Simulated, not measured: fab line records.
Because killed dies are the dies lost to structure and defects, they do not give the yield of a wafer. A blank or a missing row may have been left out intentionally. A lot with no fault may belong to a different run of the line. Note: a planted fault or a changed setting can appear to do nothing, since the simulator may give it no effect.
A sampling plan put to the test -- flow nand_harc -- each of the 41 faults these records tell of, on one fab line, judged from the records of the lots it struck
The line's own looks make up the plan; these are the steps of the route where a gauge or inspection reads the wafer and leaves it unchanged. A look can be judged if struck wafers have a number there and the file gives its usual mean and standard deviation on fault-free wafers. Caught: the struck wafers' mean, at a look after the fault's first step, is 4 or more of those standard deviations (sigma) away from the usual mean. On the tool: here the same test is run on the tool's own readings at the fault's steps. A different recipe on the struck wafers counts as caught too, as does a record blank only for those wafers.

## THE FAULTS, as the simulator had put them in
1. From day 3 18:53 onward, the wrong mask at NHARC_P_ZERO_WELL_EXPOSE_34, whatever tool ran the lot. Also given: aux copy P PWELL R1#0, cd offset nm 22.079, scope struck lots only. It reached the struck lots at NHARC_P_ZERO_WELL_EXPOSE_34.
2. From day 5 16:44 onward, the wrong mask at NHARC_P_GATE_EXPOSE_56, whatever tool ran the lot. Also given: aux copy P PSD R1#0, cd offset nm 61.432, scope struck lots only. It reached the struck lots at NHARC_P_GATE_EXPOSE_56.
3. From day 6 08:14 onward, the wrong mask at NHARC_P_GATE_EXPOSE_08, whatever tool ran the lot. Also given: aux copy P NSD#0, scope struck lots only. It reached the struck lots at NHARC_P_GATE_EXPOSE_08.
4. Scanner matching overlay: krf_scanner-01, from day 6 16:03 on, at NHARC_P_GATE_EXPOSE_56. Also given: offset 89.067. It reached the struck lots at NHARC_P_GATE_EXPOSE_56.
5. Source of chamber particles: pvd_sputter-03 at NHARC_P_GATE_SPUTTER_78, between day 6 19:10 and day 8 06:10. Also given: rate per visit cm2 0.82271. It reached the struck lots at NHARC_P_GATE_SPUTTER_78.
6. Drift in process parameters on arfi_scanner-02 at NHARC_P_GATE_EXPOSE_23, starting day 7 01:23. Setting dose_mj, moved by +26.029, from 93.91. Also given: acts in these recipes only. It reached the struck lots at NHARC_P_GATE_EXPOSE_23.
7. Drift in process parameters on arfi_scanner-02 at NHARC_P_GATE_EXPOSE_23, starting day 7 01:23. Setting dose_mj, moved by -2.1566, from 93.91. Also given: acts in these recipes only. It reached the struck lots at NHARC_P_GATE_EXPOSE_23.
8. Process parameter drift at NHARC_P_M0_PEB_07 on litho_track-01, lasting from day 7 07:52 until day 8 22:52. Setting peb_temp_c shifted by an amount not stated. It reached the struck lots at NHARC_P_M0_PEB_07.
9. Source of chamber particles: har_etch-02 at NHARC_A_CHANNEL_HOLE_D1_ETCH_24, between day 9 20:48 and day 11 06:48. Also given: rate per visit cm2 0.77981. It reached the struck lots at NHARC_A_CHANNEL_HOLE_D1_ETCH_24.
10. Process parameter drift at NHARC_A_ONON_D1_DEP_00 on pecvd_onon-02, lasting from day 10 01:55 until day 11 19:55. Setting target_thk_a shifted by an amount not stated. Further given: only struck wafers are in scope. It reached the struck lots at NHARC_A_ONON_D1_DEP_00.
11. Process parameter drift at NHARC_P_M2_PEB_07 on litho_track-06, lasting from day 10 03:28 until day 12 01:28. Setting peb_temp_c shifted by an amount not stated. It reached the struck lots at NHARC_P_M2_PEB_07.
12. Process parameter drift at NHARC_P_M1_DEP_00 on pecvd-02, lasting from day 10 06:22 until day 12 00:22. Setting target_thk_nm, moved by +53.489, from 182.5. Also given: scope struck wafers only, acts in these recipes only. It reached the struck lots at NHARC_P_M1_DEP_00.
13. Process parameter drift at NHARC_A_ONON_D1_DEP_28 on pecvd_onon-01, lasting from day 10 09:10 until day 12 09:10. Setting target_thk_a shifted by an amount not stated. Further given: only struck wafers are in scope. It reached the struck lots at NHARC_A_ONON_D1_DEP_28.
14. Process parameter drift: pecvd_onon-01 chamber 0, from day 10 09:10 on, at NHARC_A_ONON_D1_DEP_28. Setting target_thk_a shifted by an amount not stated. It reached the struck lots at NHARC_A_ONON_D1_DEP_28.
15. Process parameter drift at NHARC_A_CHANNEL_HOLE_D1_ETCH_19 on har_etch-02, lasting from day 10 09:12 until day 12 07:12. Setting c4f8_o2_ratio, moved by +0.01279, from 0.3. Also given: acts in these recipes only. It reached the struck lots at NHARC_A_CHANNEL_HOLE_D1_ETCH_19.
16. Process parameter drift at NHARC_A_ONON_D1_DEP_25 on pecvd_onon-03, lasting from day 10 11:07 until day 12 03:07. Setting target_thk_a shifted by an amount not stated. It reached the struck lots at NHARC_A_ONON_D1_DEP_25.
17. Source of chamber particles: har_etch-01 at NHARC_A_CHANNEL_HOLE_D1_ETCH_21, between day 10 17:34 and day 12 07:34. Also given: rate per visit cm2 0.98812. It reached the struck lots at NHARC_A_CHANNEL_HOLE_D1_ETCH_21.
18. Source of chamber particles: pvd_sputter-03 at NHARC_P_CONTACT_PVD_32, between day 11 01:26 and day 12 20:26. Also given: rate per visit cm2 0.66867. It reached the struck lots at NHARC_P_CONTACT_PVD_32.
19. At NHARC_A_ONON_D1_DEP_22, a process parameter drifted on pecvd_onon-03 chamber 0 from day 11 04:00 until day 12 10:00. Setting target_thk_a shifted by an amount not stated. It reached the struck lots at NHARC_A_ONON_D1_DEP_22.
20. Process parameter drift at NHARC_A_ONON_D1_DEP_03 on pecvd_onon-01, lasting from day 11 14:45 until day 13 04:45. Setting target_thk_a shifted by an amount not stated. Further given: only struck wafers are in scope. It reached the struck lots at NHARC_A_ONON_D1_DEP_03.
21. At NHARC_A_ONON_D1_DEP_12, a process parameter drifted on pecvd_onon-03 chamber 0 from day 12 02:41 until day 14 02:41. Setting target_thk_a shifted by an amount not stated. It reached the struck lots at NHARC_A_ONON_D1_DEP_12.
22. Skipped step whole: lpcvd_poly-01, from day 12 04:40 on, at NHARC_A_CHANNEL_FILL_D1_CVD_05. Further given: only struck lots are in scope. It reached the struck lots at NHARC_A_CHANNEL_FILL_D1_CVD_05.
23. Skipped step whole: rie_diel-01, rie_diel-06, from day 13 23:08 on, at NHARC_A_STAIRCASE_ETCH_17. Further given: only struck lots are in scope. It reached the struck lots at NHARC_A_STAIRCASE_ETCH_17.
24. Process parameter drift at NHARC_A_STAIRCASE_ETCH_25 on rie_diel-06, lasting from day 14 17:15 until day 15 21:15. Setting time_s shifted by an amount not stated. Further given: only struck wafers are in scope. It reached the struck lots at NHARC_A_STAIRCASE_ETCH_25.
25. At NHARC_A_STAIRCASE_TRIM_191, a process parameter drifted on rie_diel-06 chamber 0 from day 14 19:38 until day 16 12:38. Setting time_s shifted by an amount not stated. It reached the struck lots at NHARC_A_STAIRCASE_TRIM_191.
26. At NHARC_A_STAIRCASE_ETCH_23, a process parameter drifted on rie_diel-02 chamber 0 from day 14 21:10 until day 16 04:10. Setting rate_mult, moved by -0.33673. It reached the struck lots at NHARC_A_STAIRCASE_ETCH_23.
27. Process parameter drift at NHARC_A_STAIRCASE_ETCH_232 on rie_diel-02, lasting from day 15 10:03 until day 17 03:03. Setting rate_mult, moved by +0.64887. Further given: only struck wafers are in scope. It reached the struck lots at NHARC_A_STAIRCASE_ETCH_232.
28. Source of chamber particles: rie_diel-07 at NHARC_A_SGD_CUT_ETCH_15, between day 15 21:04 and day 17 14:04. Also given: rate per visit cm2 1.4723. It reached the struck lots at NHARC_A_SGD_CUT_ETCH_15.
29. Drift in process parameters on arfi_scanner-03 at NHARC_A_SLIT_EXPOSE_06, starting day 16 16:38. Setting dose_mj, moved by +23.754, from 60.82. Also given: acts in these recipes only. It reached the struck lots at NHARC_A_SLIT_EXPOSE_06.
30. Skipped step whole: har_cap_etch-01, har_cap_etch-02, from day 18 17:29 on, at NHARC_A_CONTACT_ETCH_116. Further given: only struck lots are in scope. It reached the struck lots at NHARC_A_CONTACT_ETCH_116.
31. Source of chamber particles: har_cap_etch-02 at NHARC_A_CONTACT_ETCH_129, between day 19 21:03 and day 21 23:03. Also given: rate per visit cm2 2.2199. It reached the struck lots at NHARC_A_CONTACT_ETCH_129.
32. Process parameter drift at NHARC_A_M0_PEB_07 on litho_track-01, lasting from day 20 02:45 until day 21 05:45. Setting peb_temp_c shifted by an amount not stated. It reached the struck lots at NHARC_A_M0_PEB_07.
33. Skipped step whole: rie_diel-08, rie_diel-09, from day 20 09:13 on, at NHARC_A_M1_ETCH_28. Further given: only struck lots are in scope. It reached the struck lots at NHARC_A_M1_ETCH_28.
34. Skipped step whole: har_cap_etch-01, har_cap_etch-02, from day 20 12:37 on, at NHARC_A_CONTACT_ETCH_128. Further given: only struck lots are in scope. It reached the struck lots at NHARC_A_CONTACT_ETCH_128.
35. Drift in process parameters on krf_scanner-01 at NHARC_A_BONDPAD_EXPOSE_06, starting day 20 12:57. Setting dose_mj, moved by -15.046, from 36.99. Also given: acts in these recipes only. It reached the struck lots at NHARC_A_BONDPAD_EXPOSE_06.
36. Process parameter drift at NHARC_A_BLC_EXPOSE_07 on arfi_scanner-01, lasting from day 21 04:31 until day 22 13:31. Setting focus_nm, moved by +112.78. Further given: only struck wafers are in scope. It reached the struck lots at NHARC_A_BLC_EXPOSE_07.
37. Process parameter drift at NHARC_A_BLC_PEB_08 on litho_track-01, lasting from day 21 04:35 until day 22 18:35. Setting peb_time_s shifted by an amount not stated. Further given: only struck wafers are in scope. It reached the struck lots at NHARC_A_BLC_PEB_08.
38. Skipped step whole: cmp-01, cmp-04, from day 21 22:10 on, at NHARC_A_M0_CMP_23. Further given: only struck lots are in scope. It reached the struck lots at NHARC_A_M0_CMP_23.
39. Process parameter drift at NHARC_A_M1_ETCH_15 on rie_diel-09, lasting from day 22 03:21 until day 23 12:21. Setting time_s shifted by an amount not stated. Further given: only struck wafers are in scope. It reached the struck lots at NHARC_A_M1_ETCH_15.
40. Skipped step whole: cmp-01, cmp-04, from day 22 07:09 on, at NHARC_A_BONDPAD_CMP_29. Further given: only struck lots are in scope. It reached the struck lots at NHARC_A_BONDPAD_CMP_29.
41. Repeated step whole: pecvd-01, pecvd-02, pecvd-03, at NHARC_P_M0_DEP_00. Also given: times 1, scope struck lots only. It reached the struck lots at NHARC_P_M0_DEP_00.

## WHAT THE PLAN SAW
fault,on the tool itself,first look that catches it,"reading, sigma",median hours from its first step to that look,hours from the fault's start to the first struck lot there,judged looks passed uncaught
1,no reading that can be judged,NHARC_P_ZERO_WELL_CD_MEAS_37,cd_nm +10,0.2,3,0
2,no reading that can be judged,NHARC_P_GATE_CD_MEAS_59,cd_nm +21,0.2,8,0
3,no reading that can be judged,NHARC_END_SORT_01,killed_at_periphery +99 or beyond,376.1,378,0
4,no reading that can be judged,NHARC_END_SORT_01,killed_at_periphery +5.2,356.9,362,0
5,no reading that can be judged,NHARC_P_GATE_INSPECT_68,raw_defect_count +6.9,0.9,9,0
6,exposure_dose_mJ_cm2 +99 or beyond sigma,NHARC_P_GATE_CD_MEAS_26,cd_nm -19,0.1,3,0
7,exposure_dose_mJ_cm2 -22 sigma,none of the 5 looks that can be judged after it,-,-,-,5
8,plate_temp_C +15 sigma,NHARC_P_M0_CD_MEAS_09,cd_nm +4.6,0.1,7,0
9,under 2 sigma,NHARC_A_CHANNEL_HOLE_D1_INSPECT_40,raw_defect_count +23,3.5,11,0
10,under 2 sigma,NHARC_A_ONON_D1_THK_MEAS_02,thk_nm -29,0.5,3,0
11,plate_temp_C -34 sigma,NHARC_P_M2_CD_MEAS_09,cd_nm -20,0.1,0,0
12,no reading that can be judged,NHARC_END_SORT_01,killed_at_periphery +99 or beyond,340.0,353,4
13,under 2 sigma,NHARC_A_ONON_D1_THK_MEAS_30,thk_nm -20,0.5,3,0
14,no reading that can be judged,NHARC_A_ONON_D1_THK_MEAS_30,thk_nm +49,0.5,3,0
15,under 2 sigma,none of the 3 looks that can be judged after it,-,-,-,3
16,under 2 sigma,NHARC_A_ONON_D1_THK_MEAS_27,thk_nm -35,0.5,5,0
17,under 2 sigma,NHARC_A_CHANNEL_HOLE_D1_INSPECT_40,raw_defect_count +31,5.3,10,0
18,under 2 sigma,NHARC_END_SORT_01,killed_at_periphery +29,338.8,340,1
19,under 2 sigma,NHARC_A_ONON_D1_THK_MEAS_24,thk_nm -63,0.5,18,0
20,no reading that can be judged,NHARC_A_ONON_D1_THK_MEAS_05,thk_nm -9.3,0.4,4,0
21,under 2 sigma,NHARC_A_ONON_D1_THK_MEAS_14,thk_nm +60,0.5,6,0
22,the tool's record is blank for the struck wafers,NHARC_END_SORT_01,killed_at_array +64,249.6,237,0
23,the tool's record is blank for the struck wafers,NHARC_END_SORT_01,killed_at_array +64,218.6,230,0
24,run_length_s +33 sigma,NHARC_END_SORT_01,killed_at_array +41,218.7,213,0
25,run_length_s +99 or beyond sigma,NHARC_END_SORT_01,killed_at_array +36,207.8,209,0
26,oes_product_au -17 sigma,NHARC_END_SORT_01,killed_at_array +64,229.1,236,0
27,oes_product_au +25 sigma,NHARC_END_SORT_01,killed_at_array +64,213.8,216,0
28,under 2 sigma,NHARC_END_SORT_01,killed_at_array +8.9,135.7,141,0
29,exposure_dose_mJ_cm2 +99 or beyond sigma,NHARC_A_SLIT_CD_MEAS_09,cd_nm +26,0.1,2,0
30,the tool's record is blank for the struck wafers,NHARC_END_SORT_01,killed_at_array +64,78.5,80,0
31,no reading that can be judged,NHARC_END_SORT_01,killed_at_array +8.6,77.1,88,1
32,plate_temp_C +29 sigma,NHARC_A_M0_CD_MEAS_09,cd_nm +17,0.1,4,0
33,the tool's record is blank for the struck wafers,NHARC_END_SORT_01,sort_bin_2_pct +99 or beyond,38.3,41,0
34,the tool's record is blank for the struck wafers,NHARC_END_SORT_01,killed_at_array +64,76.1,72,1
35,exposure_dose_mJ_cm2 -39 sigma,not the one look that can be judged after it,"strongest: cd_nm at NHARC_A_BONDPAD_CD_MEAS_09, -2.9",-,-,1
36,no reading that can be judged,NHARC_A_BLC_CD_MEAS_10,cd_nm -5.8,0.1,1,0
37,under 2 sigma,NHARC_A_BLC_CD_MEAS_10,cd_nm +9.0,0.1,0,0
38,the tool's record is blank for the struck wafers,NHARC_A_M0_THK_MEAS_24,thk_nm +99 or beyond,0.3,1,0
39,run_length_s -23 sigma,NHARC_END_SORT_01,sort_bin_2_pct +5.0,40.3,43,1
40,the tool's record is blank for the struck wafers,NHARC_A_BONDPAD_THK_MEAS_30,thk_nm +30,0.2,3,0
41,under 2 sigma,NHARC_END_SORT_01,killed_at_periphery +99 or beyond,319.1,-,0
A dash: the fault is not caught, or the number is missing from these records.

Caught at a look: 38 of 41. Caught on the tool: 19 of 41. By one or the other: 40 of 41.
On the tool alone, faults 7, 35 were caught.
Caught at a look alone: faults 1, 2, 3, 4, 5, 9, 10, 12, 13, 14, 16, 17, 18, 19, 20, 21, 28, 31, 36, 37, 41.
Caught by neither: fault 15.

## THINNER SAMPLING
If the look that catches a fault measured only every second or every third lot, by lot number, the first struck lot would be measured this late in the worst case:
fault,"struck lots at that look, in order of time",every lot,every second lot,every third lot
1,L273,3 h,may miss it,may miss it
2,L491,8 h,may miss it,may miss it
3,L511,378 h,may miss it,may miss it
4,"L192, L189, L195",362 h,363 h,may miss all 3
5,"L996, L998, L999",9 h,30 h,may miss all 3
6,"L956, L962",3 h,may miss all 2,may miss all 2
8,"L601, L604",7 h,30 h,may miss all 2
9,"L453, L456",11 h,26 h,may miss all 2
10,"L965, L967, L972",3 h,41 h,41 h
11,"L987, L990",0 h,1 h,may miss all 2
12,"L547, L549",353 h,may miss all 2,may miss all 2
13,"L576, L578",3 h,may miss all 2,may miss all 2
14,"L453, L455",3 h,may miss all 2,may miss all 2
16,"L865, L866",5 h,36 h,may miss all 2
17,"L983, L987",10 h,may miss all 2,may miss all 2
18,"L410, L411",340 h,351 h,may miss all 2
19,"L391, L395",18 h,may miss all 2,may miss all 2
20,"L868, L873",4 h,32 h,may miss all 2
21,"L659, L661",6 h,may miss all 2,may miss all 2
22,"L377, L381, L378",237 h,282 h,may miss all 3
23,"L935, L933",230 h,may miss all 2,may miss all 2
24,"L668, L672, L674",213 h,may miss all 3,may miss all 3
25,"L617, L618",209 h,210 h,may miss all 2
26,L991,236 h,may miss it,may miss it
27,"L387, L390, L391",216 h,221 h,may miss all 3
28,"L856, L853",141 h,142 h,may miss all 2
29,"L238, L242, L243",2 h,37 h,37 h
30,"L791, L789",80 h,may miss all 2,may miss all 2
31,"L909, L913",88 h,may miss all 2,may miss all 2
32,"L463, L461",4 h,may miss all 2,may miss all 2
33,"L491, L495",41 h,may miss all 2,may miss all 2
34,"L654, L655",72 h,81 h,may miss all 2
36,"L636, L634",1 h,may miss all 2,may miss all 2
37,"L532, L533, L530",0 h,10 h,may miss all 3
38,"L197, L198",1 h,6 h,may miss all 2
39,L429,43 h,may miss it,may miss it
40,"L240, L237, L241",3 h,3 h,may miss all 3
Hours: fault start to first struck lot measured. The limit of 4 sigma was tested on all struck wafers together, so one lot alone may lie under it. Other struck lots may not be in these records.

## THE LONGEST TIMED WAY FROM STEP TO LOOK
In fault 3, a median of 376.1 hours elapses between NHARC_P_GATE_EXPOSE_08 and NHARC_END_SORT_01. No look between them can be judged.
